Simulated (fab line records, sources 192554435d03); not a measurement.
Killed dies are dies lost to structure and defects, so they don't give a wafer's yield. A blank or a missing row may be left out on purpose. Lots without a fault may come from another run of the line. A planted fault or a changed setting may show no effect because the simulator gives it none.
Split-lot experiment | flow n5_finfet | 7 lots, 21 wafers read, on a route of 1938 steps

THE SPLIT
At N5_BEOL_M12_COAT_66 (time 60 s, resist thk 110 nm), the setting spin_rpm was moved away from the recipe's 1500 rpm on 9 of the 21 wafers read, by -10.8% to +8.9%. The other wafers ran this setting at the recipe's value.

FROM THE SPLIT TO THE READING: what the file shows between them, 3 steps
- N5_BEOL_M12_COAT_22: resist thk 300 nm
- N5_BEOL_M12_EBR_24
- N5_BEOL_M12_DESCUM_33: chemistry O2, time 7.9 s

THE READING
etch.depth_nm (the simulator's own value, which no gauge read), in nm, at N5_BEOL_M12_ETCH_67 (etches SiARC in CF4, target depth 143 nm, time 238.3 s). The file gives no usual value for it. The 12 wafers here that ran the recipe average 110.1 nm, standard deviation 0.31 nm.

wafer  | tool, chamber at the split | spin_rpm as run, rpm | against the recipe | etch.depth_nm, nm | against lot-mates on the recipe
L075.2 | litho_track-02, 0          | 1426                 | -4.9%              | 112.2             | +2.3
L075.4 | litho_track-02, 0          | 1426                 | -4.9%              | 112.7             | +2.8
L075.6 | litho_track-02, 0          | 1500                 | recipe             | 109.9             | -
L078.2 | litho_track-05, 0          | 1633                 | +8.9%              | 105.3             | -5.0
L078.4 | litho_track-05, 0          | 1500                 | recipe             | 110.3             | -
L078.6 | litho_track-05, 0          | 1500                 | recipe             | 110.3             | -
L080.3 | litho_track-02, 0          | 1500                 | recipe             | 109.9             | -
L080.4 | litho_track-02, 0          | 1500                 | recipe             | 110.4             | -
L080.6 | litho_track-02, 0          | 1500                 | recipe             | 110.3             | -
L076.3 | litho_track-02, 0          | 1381                 | -7.9%              | 115.1             | +4.2
L076.4 | litho_track-02, 0          | 1500                 | recipe             | 110.9             | -
L076.6 | litho_track-02, 0          | 1381                 | -7.9%              | 115.2             | +4.3
L090.2 | litho_track-01, 0          | 1500                 | recipe             | 110               | -
L090.3 | litho_track-01, 0          | 1338                 | -10.8%             | 116.6             | +6.6
L090.6 | litho_track-01, 0          | 1338                 | -10.8%             | 116.7             | +6.7
L091.2 | litho_track-05, 0          | 1500                 | recipe             | 110.2             | -
L091.3 | litho_track-05, 0          | 1500                 | recipe             | 110               | -
L091.5 | litho_track-05, 0          | 1500                 | recipe             | 109.7             | -
L088.2 | litho_track-01, 0          | 1555                 | +3.7%              | 108.3             | -1.6
L088.5 | litho_track-01, 0          | 1555                 | +3.7%              | 108.2             | -1.7
L088.6 | litho_track-01, 0          | 1500                 | recipe             | 109.9             | -

THE FIT
A straight line over all 21 wafers: etch.depth_nm changes by -0.581 nm for each +1% of spin_rpm; r = -0.99; the points scatter about the line by 0.36 nm.
The same after taking each lot's own level away (the mean of its wafers on the recipe; 21 wafers): -0.567 nm for each +1%; r = -0.99; scatter 0.28 nm.
On that fit, the largest move of spin_rpm shifts the reading by 6.1 nm.
The lots' own levels span 109.90 to 110.90 nm, that is 3.3 times the standard deviation above.
So the lot-to-lot level changes the slope little: the two slopes agree.
Check: with one of the wafers moved furthest among these (-10.8%) left out of the fit, the line predicts +6.04 nm for it against its lot-mates. It came out at +6.6 nm against them.

OTHER SPLITS ON THESE WAFERS
These wafers also went through other splits before the reading. Each is held against what the fit with the lots' levels taken away leaves over:
other split on the same wafers | wafers away from the commonest value | r with etch.depth_nm (lot level and that fit taken away)
N5_BEOL_M11_EXPOSE_08 dose_mj  | 9                                    | +0.14

THE WHOLE CHAIN: every reading that the file lists as answering this split, in the file's order
step                | what it does                                           | reading                                                                           | change (the file's fit)               | r (the file's)
N5_BEOL_M12_COAT_66 | time 60 s, resist thk 110 nm                           | SiARC_of_BEOL_M12_COAT_66.thk_nm (the simulator's own value, which no gauge read) | -0.574 nm for each +1% of the setting | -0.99
N5_BEOL_M12_ETCH_67 | etches SiARC in CF4, target depth 143 nm, time 238.3 s | etch.depth_nm (the simulator's own value, which no gauge read)                    | -0.568 nm for each +1% of the setting | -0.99

THE FILE'S OWN FIT
etch.depth_nm changes by -0.568 nm for each +1% of spin_rpm, r = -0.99.
